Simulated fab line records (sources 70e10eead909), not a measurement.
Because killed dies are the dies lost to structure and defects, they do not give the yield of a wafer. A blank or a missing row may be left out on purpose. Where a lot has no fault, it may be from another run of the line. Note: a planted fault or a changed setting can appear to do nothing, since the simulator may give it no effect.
Which tool did it? | flow nandHarc | 69 wafers from 23 lots sampled at 3 of the route's 1159 steps

## WHAT THE GAUGES SHOWED, per wafer
NHARC_A_CONTACT_CD_MEAS_80. Usual: cdNm reads 189.4 nm (standard deviation 1).
lot  | measured     | on       | cdNm (nm)         | flag
L074 | day 16 13:22 | cdSem-01 | 188.9 190.5 189.0 | 
L077 | day 17 02:17 | cdSem-01 | 189.7 189.6 189.8 | 
L075 | day 17 02:46 | cdSem-01 | 190.3 188.4 190.8 | 
L078 | day 17 17:31 | cdSem-03 | 188.6 189.1 190.1 | 
L076 | day 17 21:14 | cdSem-02 | 188.9 190.8 189.0 | 
L079 | day 18 07:56 | cdSem-01 | 187.0 187.5 187.5 | 
L080 | day 18 09:33 | cdSem-03 | 189.2 190.3 190.8 | 
L082 | day 19 00:35 | cdSem-02 | 187.1 186.5 186.8 | 
L083 | day 19 00:38 | cdSem-02 | 189.9 189.5 189.4 | 
L084 | day 19 04:41 | cdSem-02 | 189.9 190.9 189.7 | 
L085 | day 19 10:20 | cdSem-01 | 190.5 189.0 189.4 | 
L087 | day 19 16:21 | cdSem-01 | 187.8 187.5 189.5 | 
L086 | day 19 22:50 | cdSem-02 | 189.0 190.0 189.9 | 
L090 | day 20 13:48 | cdSem-03 | 188.8 189.1 189.6 | 
L088 | day 20 16:51 | cdSem-01 | 189.0 188.8 189.2 | 
L093 | day 20 17:47 | cdSem-01 | 189.5 189.1 190.0 | 
L089 | day 20 21:59 | cdSem-02 | 189.5 189.4 190.1 | 
L091 | day 21 00:03 | cdSem-03 | 190.0 189.8 189.2 | 
L092 | day 21 06:05 | cdSem-02 | 190.8 189.9 190.4 | 
L094 | day 21 22:11 | cdSem-01 | 189.0 190.7 190.0 | 
L096 | day 21 23:47 | cdSem-03 | 188.2 188.9 187.8 | 
L097 | day 22 01:38 | cdSem-01 | 189.1 188.6 188.1 | 
L095 | day 22 13:01 | cdSem-01 | 190.2 190.1 190.2 | 

## EACH LOT AND THE TOOL THAT RAN IT (in order: tool; ch and the chambers of the sampled wafers; start)
lot  | NHARC_A_CONTACT_ETCH_129           | NHARC_A_CONTACT_ETCH_97
L074 | harCapEtch-01 ch 0,1, day 16 12:01 | rieDiel-03 ch 2,3, day 16 13:22 or earlier
L077 | harCapEtch-02 ch 0,1, day 17 00:27 | rieDiel-03 ch 1,3, day 17 02:17 or earlier
L075 | harCapEtch-03 ch 0,1, day 17 01:21 | rieDiel-03 ch 0,2,3, day 17 02:46 or earlier
L078 | harCapEtch-02 ch 0,1, day 17 15:50 | rieDiel-03 ch 0,1,3, day 17 17:31 or earlier
L076 | harCapEtch-03 ch 1, day 17 19:45   | rieDiel-11 ch 0,2, day 17 21:14 or earlier
L079 | harCapEtch-03 ch 0, day 18 06:35   | rieDiel-03 ch 1,2,3, day 18 07:56 or earlier
L080 | harCapEtch-01 ch 0,1, day 18 08:13 | rieDiel-11 ch 1,2,3, day 18 09:33 or earlier
L082 | harCapEtch-01 ch 0,1, day 18 23:12 | rieDiel-03 ch 0,1, day 19 00:35 or earlier
L083 | harCapEtch-03 ch 0, day 18 23:15   | rieDiel-03 ch 1,2,3, day 19 00:38 or earlier
L084 | harCapEtch-01 ch 0,1, day 19 03:16 | rieDiel-11 ch 2,3, day 19 04:41 or earlier
L085 | harCapEtch-03 ch 0, day 19 09:01   | rieDiel-03 ch 0,1,3, day 19 10:20 or earlier
L087 | harCapEtch-02 ch 0,1, day 19 15:01 | rieDiel-03 ch 0,1,2, day 19 16:21 or earlier
L086 | harCapEtch-01 ch 0,1, day 19 21:28 | rieDiel-03 ch 1,2,3, day 19 22:50 or earlier
L090 | harCapEtch-01 ch 0,1, day 20 12:28 | rieDiel-11 ch 0,1,2, day 20 13:48 or earlier
L088 | harCapEtch-01 ch 0,1, day 20 15:31 | rieDiel-03 ch 0,1,3, day 20 16:51 or earlier
L093 | harCapEtch-02 ch 0,1, day 20 16:26 | rieDiel-12 ch 0,1, day 20 17:47 or earlier
L089 | harCapEtch-01 ch 0,1, day 20 20:38 | rieDiel-11 ch 0,1,3, day 20 21:59 or earlier
L091 | harCapEtch-03 ch 0, day 20 22:43   | rieDiel-11 ch 0,3, day 21 00:03 or earlier
L092 | harCapEtch-03 ch 0,1, day 21 04:45 | rieDiel-11 ch 0,2,3, day 21 06:05 or earlier
L094 | harCapEtch-03 ch 1, day 21 20:50   | rieDiel-11 ch 0,1, day 21 22:11 or earlier
L096 | harCapEtch-02 ch 0,1, day 21 22:28 | rieDiel-12 ch 0,3, day 21 23:47 or earlier
L097 | harCapEtch-01 ch 0,1, day 22 00:17 | rieDiel-03 ch 0,1,2, day 22 01:38 or earlier
L095 | harCapEtch-02 ch 0,1, day 22 11:42 | rieDiel-11 ch 0,2,3, day 22 13:01 or earlier
- NHARC_A_CONTACT_ETCH_129: etches the open film in C4F8/O2/Ar, time 155 s, target depth 956 nm.
- NHARC_A_CONTACT_ETCH_97: etches the open film in C4F6/O2, target depth 20 nm, time 10 s.

## WHAT THE TOOLS THEMSELVES READ (means of the sampled wafers that have a number; where no wafer has one, the mark that the record gives instead)
NHARC_A_CONTACT_ETCH_97. Usual: drypumpMotorCurrentA 6.0 A, standard deviation 0.39; oesProductAu 0.972 a.u., standard deviation 0.027; rfVppV 546 V, standard deviation 4; showerheadPlenumPTorr 3.90 Torr, standard deviation 0.19; throttleValvePct 26.902 %, standard deviation 0.0083.
lot  | tool       | drypumpMotorCurrentA (A) | oesProductAu (a.u.) | rfVppV (V) | showerheadPlenumPTorr (Torr) | throttleValvePct (%) | flag
L074 | rieDiel-03 | 6.3                      | 0.936               | 546        | 3.91                         | 26.898               | 
L077 | rieDiel-03 | 6.2                      | 0.979               | 543        | 3.72                         | 26.892               | 
L075 | rieDiel-03 | 6.0                      | 0.960               | 547        | 3.93                         | 26.898               | 
L078 | rieDiel-03 | 6.2                      | 0.996               | 544        | 3.79                         | 26.901               | 
L076 | rieDiel-11 | 5.9                      | 0.942               | 546        | 3.87                         | 26.897               | 
L079 | rieDiel-03 | 6.1                      | 0.950               | 546        | 3.86                         | 26.900               | 
L080 | rieDiel-11 | 6.1                      | 0.954               | 549        | 4.00                         | 26.904               | 
L082 | rieDiel-03 | 6.0                      | 0.964               | 543        | 3.75                         | 26.911               | 
L083 | rieDiel-03 | 6.1                      | 0.955               | 545        | 3.86                         | 26.907               | 
L084 | rieDiel-11 | 6.3                      | 1.005               | 548        | 4.00                         | 26.907               | 
L085 | rieDiel-03 | 6.2                      | 1.005               | 544        | 3.79                         | 26.900               | 
L087 | rieDiel-03 | 5.8                      | 1.000               | 546        | 3.89                         | 26.899               | 
L086 | rieDiel-03 | 6.1                      | 0.944               | 546        | 3.86                         | 26.900               | 
L090 | rieDiel-11 | 5.9                      | 0.952               | 548        | 4.00                         | 26.903               | 
L088 | rieDiel-03 | 6.2                      | 0.936               | 545        | 3.79                         | 26.902               | 
L093 | rieDiel-12 | 6.0                      | 0.996               | 550        | 4.08                         | 26.900               | 
L089 | rieDiel-11 | 6.0                      | 0.972               | 545        | 3.83                         | 26.900               | 
L091 | rieDiel-11 | 6.3                      | 0.949               | 542        | 3.68                         | 26.900               | 
L092 | rieDiel-11 | 6.2                      | 1.002               | 546        | 3.84                         | 26.894               | 
L094 | rieDiel-11 | 5.7                      | 0.968               | 549        | 3.99                         | 26.899               | 
L096 | rieDiel-12 | 5.9                      | 0.953               | 549        | 4.02                         | 26.907               | 
L097 | rieDiel-03 | 5.8                      | 0.999               | 545        | 3.88                         | 26.912               | 
L095 | rieDiel-11 | 6.2                      | 0.981               | 545        | 3.84                         | 26.909               | 

## THE ANSWER, worked out from the rows above alone
Rule: a lot is off if the mean of its wafers that have a number lies more than 3 standard deviations from the usual mean. A lot without any number at a reading at which 4 lots or more have one is off too. All remaining lots with rows at the step are treated as sound. After the gauges, taken in route order, come the tools' own readings; for these a lot's mean is taken, as printed above. The first step at which some lot is off is used, and at that step the reading that is off furthest; a lot without a number counts as furthest.
No lot is off on any of the readings shown, so nothing can be concluded from this.

## WHAT THE SIMULATOR HAD PUT IN
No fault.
